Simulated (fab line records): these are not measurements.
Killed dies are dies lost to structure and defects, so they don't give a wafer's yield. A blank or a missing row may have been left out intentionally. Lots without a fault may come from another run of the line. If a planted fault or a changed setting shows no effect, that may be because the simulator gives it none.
fab line records    flow n5_finfet
record lots=9  wafers=27  last_day=16
route steps=1938 shown HKMG_FIN@388 BEOL_M4@1111 PASSIVATION@1936
lots that met no fault: from a run of the same line without faults
start_h: hours from the record's first day to the start of the lot's first wafer shown    wait_h: hours since the lot's step before    " the same as in the row above    L1.1+2: a row that stands for several wafers    - no value, or no start given    * or withheld: withheld    < > ~ a bound
route shown NAME@n: a module of which the file shows steps, and the number in the route of the first    usual: average and standard deviation across the fault-free wafers    same: alike in all rows    chamber/n: place in a boat    sites: the reading at each site    _std_site: the values' standard deviation    _edge_site: the outer-site mean with the inner-site mean subtracted    radius_mm: for every site, how far away it sits from the centre of the wafer    mask NAME#n: copy n    behind: the most recent tool/chamber to have shaped the wafer    hold: reason for holding the lot/hours on hold/outcome of the hold    device: whichever transistor did not switch (one of n, p or np)    end of line: the route-end tests of the same wafers    where a step has no rows: the recipe by itself    killed: count of dies lost to structure and defects at first sort (not the wafer's yield)    map: the dies of a wafer, with x for killed, . for not killed, _ for no die there
set.NAME: the setting the step ran with; set.NAME@STEP: the setting that earlier step ran with    model.NAME: the simulator's own value behind a step, which no gauge read
route steps across a sampled set of lots; one table per step, one row per wafer
services: from which hour (start_h, from the record's first day; less than 0 if before it) a tool's chamber was out of use, for how many hours, and why
## steps
# step N5_HKMG_FIN_ALD_74
# recipe material=La2O3  target_thk_a=5  temp_c=250  ald_precursor_family=La-Cp  ald_co_reactant=O3  pulse_time_s=6  co_reactant_pulse_time_s=1  purge_time_s=3  co_reactant_purge_time_s=3
# usual heater_power_w=337/39  precursor_pulse_height_rel=0.998/0.019
lot.wafer  tool       chamber  start_h  wait_h  heater_power_w  precursor_pulse_height_rel
L137.2     ald_hk-03  1        71.26    0.2     291             1.019
L137.3     "          3        "        "       334             0.995
L137.4     "          2        "        "       258             0.996
L142.1     ald_hk-01  1        103.04   0.2     393             0.986
L142.3     "          0        "        "       322             0.995
L142.5     "          0        "        "       310             0.986
L144.1     ald_hk-03  3        118.17   0.2     344             1.006
L144.2     "          1        "        "       291             0.988
L144.3     "          0        "        "       340             1.039
L149.2     ald_hk-02  3        148.82   0.2     354             1.001
L149.3     "          0        "        "       397             0.986
L149.4     "          2        "        "       307             1.010
L152.1     ald_hk-02  2        162.58   0.2     304             0.974
L152.5     "          0        "        "       398             0.998
L152.6     "          3        "        "       368             0.983
L154.2     ald_hk-03  1        174.47   0.2     285             0.981
L154.3     "          0        "        "       339             0.968
L154.4     "          3        "        "       349             1.027
L155.1     ald_hk-03  0        178.61   0.2     338             0.993
L155.2     "          2        "        "       267             0.996
L155.5     "          3        "        "       343             1.006
L156.2     ald_hk-03  3        186.43   0.2     337             1.021
L156.4     "          0        "        "       344             0.992
L156.6     "          1        "        "       288             1.023
L157.2     ald_hk-02  1        193.00   0.2     365             1.011
L157.5     "          0        "        "       400             1.008
L157.6     "          3        "        "       367             0.989
# step N5_HKMG_FIN_INSPECT_61
# recipe mode=adi  inspect_instrument=macro
# usual raw_defect_count=2.1/1.5
lot.wafer  tool               chamber  start_h  wait_h  raw_defect_count
L137.2     defect_inspect-01  -        72.01    0.0     6
L137.3     "                  -        "        "       3
L137.4     "                  -        "        "       1
L142.1     defect_inspect-02  -        103.66   0.0     1
L142.3     "                  -        "        "       1
L142.5     "                  -        "        "       2
L144.1     defect_inspect-01  -        118.65   0.0     2
L144.2     "                  -        "        "       4
L144.3     "                  -        "        "       3
L149.2     defect_inspect-02  -        149.30   0.0     2
L149.3     "                  -        "        "       2
L149.4     "                  -        "        "       2
L152.1     defect_inspect-01  -        163.18   0.0     1
L152.5     "                  -        "        "       3
L152.6     "                  -        "        "       1
L154.2     defect_inspect-02  -        174.94   0.0     5
L154.3     "                  -        "        "       3
L154.4     "                  -        "        "       5
L155.1     defect_inspect-02  -        179.23   0.0     2
L155.2     "                  -        "        "       0
L155.5     "                  -        "        "       6
L156.2     defect_inspect-02  -        187.03   0.0     4
L156.4     "                  -        "        "       4
L156.6     "                  -        "        "       5
L157.2     defect_inspect-01  -        193.75   0.0     0
L157.5     "                  -        "        "       0
L157.6     "                  -        "        "       1
# step N5_HKMG_FIN_STRIP_60
# recipe chemistry=N2/H2  power_w=2500  temp_c=300  h2_frac=0.65  time_s=360  pressure_mtorr=withheld  n2_flow_sccm=1750  h2_flow_sccm=3250
# usual drypump_motor_current_A=5.9/0.68  heater_power_w=485/28
lot.wafer  tool             chamber  start_h  wait_h  drypump_motor_current_A  heater_power_w  rf_hours_counter_h
L137.2     plasma_asher-02  0        73.35    0.0     6.8                      467             35
L137.3     "                0        "        "       6.8                      469             -
L137.4     "                1        "        "       5.7                      525             -
L142.1     plasma_asher-02  1        104.63   0.0     5.7                      519             41
L142.3     "                0        "        "       6.7                      470             -
L142.5     "                0        "        "       6.8                      466             -
L144.1     plasma_asher-01  1        119.56   0.0     4.9                      476             92
L144.2     "                0        "        "       6.1                      460             92
L144.3     "                1        "        "       4.9                      480             -
L149.2     plasma_asher-02  1        150.21   0.0     5.7                      522             49
L149.3     "                1        "        "       5.7                      533             -
L149.4     "                0        "        "       6.8                      467             -
L152.1     plasma_asher-01  1        164.09   0.0     4.8                      478             102
L152.5     "                0        "        "       6.1                      466             -
L152.6     "                1        "        "       4.9                      470             -
L154.2     plasma_asher-02  1        175.85   0.0     5.7                      539             56
L154.3     "                0        "        "       6.8                      463             -
L154.4     "                1        "        "       5.7                      527             -
L155.1     plasma_asher-01  0        180.38   0.0     6.1                      462             104
L155.2     "                1        "        "       4.9                      471             104
L155.5     "                1        "        "       4.9                      470             -
L156.2     plasma_asher-02  0        187.94   0.0     6.8                      463             58
L156.4     "                1        "        "       5.7                      524             -
L156.6     "                0        "        "       6.8                      463             -
L157.2     plasma_asher-02  1        194.66   0.0     5.7                      532             59
L157.5     "                1        "        "       5.7                      530             -
L157.6     "                0        "        "       6.8                      460             -
# step N5_HKMG_FIN_ETCH_32
# recipe chemistry=N2/H2  target=SOC  target_depth_a=2400  temp_c=40  time_s=300  ion_energy_ev=200  mask_material=SiARC  pressure_mtorr=30  source_w=840  bias_w=150  n2_flow_sccm=200  h2_flow_sccm=200
# usual chamber_pressure_mTorr=30.001/0.029  drypump_motor_current_A=5.7/0.44  oes_product_au=0.76/0.056  rf_fwd_power_W=837.8/2.7  rf_vpp_V=524.9/2.1  showerhead_plenum_p_Torr=2.58/0.068  throttle_valve_pct=17.75/0.19
lot.wafer  tool         chamber  start_h  wait_h  chamber_pressure_mTorr  drypump_motor_current_A  oes_product_au  rf_fwd_power_W  rf_hours_counter_h  rf_vpp_V  showerhead_plenum_p_Torr  throttle_valve_pct
L137.2     rie_diel-03  0        75.84    0.0     30.002                  5.3                      0.84            837.9           69                  529.5     2.68                      17.40
L137.3     "            3        "        "       29.998                  5.9                      0.69            835.1           214                 526.4     2.62                      17.83
L137.4     "            1        "        "       29.994                  5.4                      0.79            840.8           106                 524.5     2.57                      17.61
L142.1     rie_diel-01  1        107.25   0.0     30.006                  5.1                      0.73            841.1           210                 527.8     2.64                      17.85
L142.3     "            2        "        "       30.039                  4.8                      0.75            834.1           153                 520.9     2.45                      17.97
L142.5     "            1        "        "       29.980                  5.0                      0.74            838.0           -                   525.4     2.64                      17.85
L144.1     rie_diel-04  3        122.14   0.0     30.041                  5.9                      0.73            834.6           186                 526.8     2.62                      17.72
L144.2     "            2        "        "       29.861                  6.0                      0.71            840.0           220                 523.3     2.51                      17.62
L144.3     "            1        "        "       29.929                  6.0                      0.88            836.7           25                  523.4     2.60                      17.86
L149.2     rie_diel-01  0        153.07   0.0     30.015                  5.8                      0.76            839.7           150                 524.9     2.53                      17.69
L149.3     "            1        "        "       29.980                  5.1                      0.72            832.3           229                 527.3     2.63                      17.88
L149.4     "            2        "        "       29.991                  4.8                      0.49            336.5           169                 699.5     2.44                      17.96
L152.1     rie_diel-04  3        166.67   0.0     29.984                  6.0                      0.72            834.3           203                 525.4     2.61                      17.77
L152.5     "            0        "        "       29.967                  6.1                      0.75            840.0           -                   522.5     2.53                      18.06
L152.6     "            3        "        "       30.001                  5.9                      0.73            836.1           -                   526.1     2.61                      17.75
L154.2     rie_diel-04  2        178.31   0.0     29.976                  6.1                      0.70            842.8           240                 522.9     2.50                      17.65
L154.3     "            0        "        "       29.993                  6.1                      0.74            837.2           171                 523.3     2.53                      18.06
L154.4     "            3        "        "       29.986                  5.9                      0.72            838.9           207                 526.2     2.61                      17.76
L155.1     rie_diel-04  2        182.84   0.0     29.974                  6.1                      0.70            841.2           242                 523.1     2.50                      17.65
L155.2     "            3        "        "       29.952                  5.9                      0.71            838.1           209                 526.5     2.61                      17.76
L155.5     "            3        "        "       29.961                  5.9                      0.72            837.0           -                   527.0     2.61                      17.76
L156.2     rie_diel-03  2        190.40   0.0     29.994                  5.2                      0.78            838.1           171                 524.1     2.52                      17.59
L156.4     "            1        "        "       30.024                  5.4                      0.76            834.3           -                   524.3     2.56                      17.66
L156.6     "            2        "        "       30.061                  5.2                      0.77            840.2           -                   524.1     2.52                      17.59
L157.2     rie_diel-04  3        197.27   0.0     29.970                  5.9                      0.72            836.4           213                 524.9     2.61                      17.77
L157.5     "            2        "        "       30.018                  6.0                      0.69            840.3           -                   525.3     2.50                      17.68
L157.6     "            3        "        "       30.076                  5.9                      0.72            831.1           -                   526.5     2.61                      17.77
# step N5_BEOL_M4_RC_MEAS_101
# usual DIBL_N=36.2/1.7  DIBL_P=36.2/2.2  IOFF_N=0.16/0.035  IOFF_P=0.21/0.042  ION_N=673/13  ION_P=462/7.9  SS_N=71.4/0.59  SS_P=73.2/0.7  VT_N=250/3.6  VT_P=-251/3.5
lot.wafer  tool       chamber  start_h  wait_h  DIBL_N[mV/V]  DIBL_P[mV/V]  IOFF_N[nA/um]  IOFF_P[nA/um]  ION_N[uA/um]  ION_P[uA/um]  SS_N[mV/dec]  SS_P[mV/dec]  VT_N[mV]  VT_P[mV]
L137.2     prober-01  0        158.81   0.2     39.5          39.9          0.20           0.24           672           458           72.9          74.6          248       -248
L137.3     "          0        "        "       37.5          36.7          0.17           0.20           681           461           71.9          74.5          253       -251
L137.4     "          0        "        "       34.2          33.5          0.11           0.15           642           443           71.0          72.4          256       -256
L142.1     prober-01  0        188.64   0.0     39.8          40.7          0.25           0.32           705           485           72.4          74.7          240       -245
L142.3     "          0        "        "       39.8          39.1          0.22           0.28           680           468           71.3          74.4          246       -248
L142.5     "          0        "        "       41.5          41.8          0.28           0.36           688           478           72.1          74.7          243       -243
L144.1     prober-02  0        211.46   0.0     37.3          37.1          0.18           0.24           676           468           71.6          72.4          249       -248
L144.2     "          0        "        "       37.1          38.6          0.19           0.27           691           477           71.7          73.7          246       -247
L144.3     "          0        "        "       36.5          36.5          0.16           0.22           682           463           71.3          72.6          250       -250
L149.2     prober-02  0        244.27   0.2     35.3          34.2          0.12           0.16           662           457           70.2          72.5          255       -255
L149.3     "          0        "        "       37.7          37.2          0.16           0.19           686           458           71.1          73.5          249       -253
L149.4     "          0        "        "       37.8          38.8          0.16           0.22           677           464           72.0          73.0          250       -252
L152.1     prober-02  0        250.91   0.0     36.0          36.3          0.17           0.21           684           466           71.8          73.6          251       -251
L152.5     "          0        "        "       33.5          33.6          0.12           0.18           668           463           70.9          72.8          255       -253
L152.6     "          0        "        "       37.8          38.1          0.20           0.26           684           464           71.9          74.1          247       -247
L154.2     prober-02  0        277.09   0.2     36.2          35.5          0.16           0.21           670           465           71.2          73.1          251       -249
L154.3     "          0        "        "       35.4          35.1          0.16           0.21           677           468           71.6          73.0          249       -249
L154.4     "          0        "        "       36.9          37.5          0.17           0.24           676           462           72.2          73.1          249       -249
L155.1     prober-02  0        281.11   0.0     32.5          32.9          0.10           0.15           654           455           71.2          72.3          256       -254
L155.2     "          0        "        "       32.4          31.6          0.10           0.14           648           446           70.5          72.4          256       -255
L155.5     "          0        "        "       32.2          30.7          0.09           0.13           648           446           70.4          72.3          258       -258
L157.2     prober-02  0        284.14   0.2     36.3          37.8          0.16           0.21           675           458           70.9          73.4          251       -251
L157.5     "          0        "        "       35.5          35.8          0.14           0.19           671           461           70.7          73.3          252       -251
L157.6     "          0        "        "       34.4          34.4          0.12           0.16           667           454           71.0          73.1          253       -254
L156.2     prober-01  0        287.95   0.2     35.2          34.0          0.13           0.18           668           460           71.4          72.7          250       -253
L156.4     "          0        "        "       37.4          36.2          0.18           0.22           685           467           71.3          72.8          245       -251
L156.6     "          0        "        "       36.4          34.2          0.15           0.19           661           455           70.8          73.1          249       -252
# step N5_PASSIVATION_PROBE_49
# usual defect_limited_yield=91.4/1.4  killed_at_M0_to_M3=31/10  killed_at_M4_up=14/5.6  killed_at_contacts=13/6.3  killed_at_front_end=39/10  killed_at_other=4/3.1  killed_dies=101/16  killed_on_rim=13/3.9  killed_open=65/13  killed_short=34/7.2  sort_bin_4_leakage=0.00/0.007  sort_bin_5_function=5.1/0.88  sort_bin_6_memory=3.2/0.66  sort_bin_8_speed=0.00/0.007  sort_n_pass=1079/16  sort_yield_pct=91.4/1.4
# same gross_dies=1180  killed_at_back_side=0
lot.wafer  tool       chamber  start_h  wait_h  defect_limited_yield[%]  killed_at_M0_to_M3  killed_at_M4_up  killed_at_contacts  killed_at_front_end  killed_at_other  killed_dies  killed_on_rim  killed_open  killed_short  sort_bin_4_leakage[%]  sort_bin_5_function[%]  sort_bin_6_memory[%]  sort_bin_8_speed[%]  sort_n_pass  sort_yield_pct[%]
L144.1     prober-01  -        316.07   0.0     90.8                     45                  9                22                  29                   3                108          13             71           37            0                      5.6                     3.1                   0                    1072         90.8
L144.2     prober-01  -        316.12   0.1     91.6                     37                  10               14                  34                   4                99           7              63           35            0                      5.1                     3.1                   0                    1081         91.6
L144.3     prober-01  -        316.17   0.1     93.1                     31                  3                5                   37                   5                81           12             46           35            0                      4.2                     2.6                   0                    1099         93.1
L149.2     prober-01  -        346.59   0.1     91.8                     33                  11               17                  32                   4                97           11             57           40            0                      5.0                     3.0                   0                    1083         91.8
L149.3     prober-01  -        346.64   0.1     88.9                     55                  21               18                  37                   0                131          15             81           47            0                      6.9                     3.6                   0                    1049         88.9
L149.4     prober-01  -        346.69   0.2     91.5                     36                  14               19                  27                   4                100          14             68           29            0                      5.9                     2.3                   0                    1080         91.5
L152.1     prober-01  -        362.12   0.0     92.0                     21                  21               15                  36                   1                94           17             57           33            0                      4.5                     3.2                   0                    1086         92.0
L152.5     prober-01  -        362.32   0.2     91.9                     30                  17               13                  33                   3                96           9              65           29            0                      4.9                     2.6                   0                    1084         91.9
L152.6     prober-01  -        362.37   0.3     92.1                     22                  20               15                  36                   0                93           10             64           26            0                      5.2                     2.5                   0                    1087         92.1
L157.2     prober-01  -        391.34   0.1     92.2                     33                  13               7                   36                   3                92           11             52           38            0                      4.7                     2.8                   0                    1088         92.2
L157.5     prober-01  -        391.49   0.2     91.8                     40                  17               8                   30                   2                97           12             58           37            0                      4.7                     3.0                   0                    1083         91.8
L157.6     prober-01  -        391.54   0.3     92.4                     36                  7                5                   41                   1                90           12             56           32            0                      4.9                     2.3                   0                    1090         92.4
# killed by level:class
L144.1 MOL_CONTACT_COAG:geometric_particle:open=16 BEOL_M1:geometric_particle:open=10 BEOL_M0_SAQP:geometric_particle:short=8 BEOL_M3:geometric_particle:open=8 STI_FIN_REVEAL:geometric_particle:open=7 BEOL_M0_SAQP:geometric_particle:open=7 MOL_CONTACT_COAG:geometric_particle:short=6 GATE_CUT:geometric_particle:short=5
L144.2 MOL_CONTACT_COAG:geometric_particle:open=14 BEOL_M0_SAQP:geometric_particle:short=10 BEOL_M0_SAQP:geometric_particle:open=7 STI_FIN_REVEAL:geometric_particle:open=6 BEOL_M3:geometric_particle:open=6 BEOL_M4:geometric_particle:open=5 FIN_SAQP:geometric_particle:open=4 FIN_SAQP:geometric_particle:short=4
L144.3 BEOL_M0_SAQP:geometric_particle:open=9 STI_FIN_REVEAL:geometric_particle:short=8 STI_FIN_REVEAL:geometric_particle:open=8 BEOL_M0_SAQP:geometric_particle:short=6 BEOL_M3:geometric_particle:open=6 GATE_CUT:geometric_particle:short=5 BEOL_M1:geometric_particle:open=5 FIN_SAQP:geometric_particle:open=3
L149.2 BEOL_M0_SAQP:geometric_particle:short=13 MOL_CONTACT_COAG:geometric_particle:open=12 BEOL_M4:geometric_particle:open=8 FIN_SAQP:geometric_particle:open=7 BEOL_M0:geometric_particle:open=7 FIN_SAQP:geometric_particle:short=6 STI_FIN_REVEAL:geometric_particle:open=6 MOL_CONTACT_COAG:geometric_particle:short=5
L149.3 BEOL_M0_SAQP:geometric_particle:short=16 MOL_CONTACT_COAG:geometric_particle:open=16 FIN_SAQP:geometric_particle:short=12 BEOL_M0_SAQP:geometric_particle:open=10 BEOL_M3:geometric_particle:open=9 BEOL_M4:geometric_particle:open=9 STI_FIN_REVEAL:geometric_particle:open=7 BEOL_M5:geometric_particle:open=5
L149.4 MOL_CONTACT_COAG:geometric_particle:open=15 FIN_SAQP:geometric_particle:open=8 BEOL_M0_SAQP:geometric_particle:short=8 BEOL_M0_SAQP:geometric_particle:open=7 FIN_SAQP:geometric_particle:short=6 BEOL_M0:geometric_particle:open=6 STI_FIN_REVEAL:geometric_particle:open=4 BEOL_M1:geometric_particle:short=4
L152.1 MOL_CONTACT_COAG:geometric_particle:open=10 BEOL_M4:geometric_particle:open=8 DUMMY_GATE:geometric_particle:short=6 DUMMY_GATE:geometric_particle:open=6 GATE_CUT:geometric_particle:short=6 BEOL_M0_SAQP:geometric_particle:open=6 MOL_CONTACT_COAG:geometric_particle:short=5 BEOL_M3:geometric_particle:short=5
L152.5 MOL_CONTACT_COAG:geometric_particle:open=10 FIN_SAQP:geometric_particle:open=9 BEOL_M0_SAQP:geometric_particle:open=7 BEOL_M0_SAQP:geometric_particle:short=7 BEOL_M1:geometric_particle:open=6 BEOL_M5:geometric_particle:open=6 FIN_SAQP:geometric_particle:short=4 STI_FIN_REVEAL:geometric_particle:open=4
L152.6 BEOL_M4:geometric_particle:open=11 MOL_CONTACT_COAG:geometric_particle:open=10 FIN_SAQP:geometric_particle:open=8 DUMMY_GATE:geometric_particle:open=6 BEOL_M3:geometric_particle:short=6 MOL_CONTACT_COAG:geometric_particle:short=5 BEOL_M0_SAQP:geometric_particle:open=5 BEOL_M3:geometric_particle:open=5
L157.2 BEOL_M0_SAQP:geometric_particle:open=9 BEOL_M0_SAQP:geometric_particle:short=8 BEOL_M4:geometric_particle:open=6 FIN_SAQP:geometric_particle:short=5 STARTING-WAFER:geometric_particle:short=5 FIN_SAQP:geometric_particle:open=4 STI_FIN_REVEAL:geometric_particle:open=4 DUMMY_GATE:geometric_particle:open=4
L157.5 BEOL_M0_SAQP:geometric_particle:short=10 BEOL_M0_SAQP:geometric_particle:open=9 MOL_CONTACT_COAG:geometric_particle:open=8 FIN_SAQP:geometric_particle:short=7 BEOL_M2:geometric_particle:open=5 STI_FIN_REVEAL:geometric_particle:open=4 BEOL_M4:geometric_particle:open=4 BEOL_M3:geometric_particle:open=4
L157.6 BEOL_M0_SAQP:geometric_particle:open=12 FIN_SAQP:geometric_particle:short=11 FIN_SAQP:geometric_particle:open=9 STI_FIN_REVEAL:geometric_particle:open=7 BEOL_M1:geometric_particle:open=6 BEOL_M2:geometric_particle:open=5 BEOL_M2:geometric_particle:short=5 BEOL_M0_SAQP:geometric_particle:short=4
## services
tool             chamber  start_h  hours  kind
rie_diel-01      0        51.63    3.6    repair
ald_hk-01        -        53.29    0.9    repair
ald_hk-03        -        112.37   0.3    repair
rie_diel-01      0        112.49   8.4    repair
plasma_asher-01  -        145.89   2.8    pm
rie_diel-03      -        150.21   4.3    pm
rie_diel-04      1        161.52   5.3    repair
ald_hk-01        -        169.19   0.2    repair
rie_diel-03      3        180.27   -      clean
rie_diel-03      3        180.27   -      consumable_replace:focus_ring
rie_diel-03      3        180.27   28.1   scheduled_down
rie_diel-03      3        180.27   28.1   vent_cycle
rie_diel-01      3        191.98   14.3   repair
## key
first_sign step=N5_HKMG_FIN_ETCH_32  reading=rf_fwd_power_W  direction=down  sigmas=99+  usual=*  struck=*
effect step=N5_HKMG_FIN_ETCH_32  reading=rf_vpp_V  direction=up  sigmas=84  usual=524.9  struck=699.5
met_at N5_HKMG_FIN_ETCH_32
struck_lots L149
struck_wafers L149.4
not_acting_at N5_HKMG_FIN_ALD_74,N5_HKMG_FIN_INSPECT_61,N5_HKMG_FIN_STRIP_60
onset_between 107.25 153.07
fault kind=process_parameter_drift  tool=rie_diel-01  chamber=2  onset_h=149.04  steps=N5_HKMG_FIN_ETCH_32  channel=source_w  offset=-504  shape=step  end_h=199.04  acts_in=these_recipes_only  stated=840
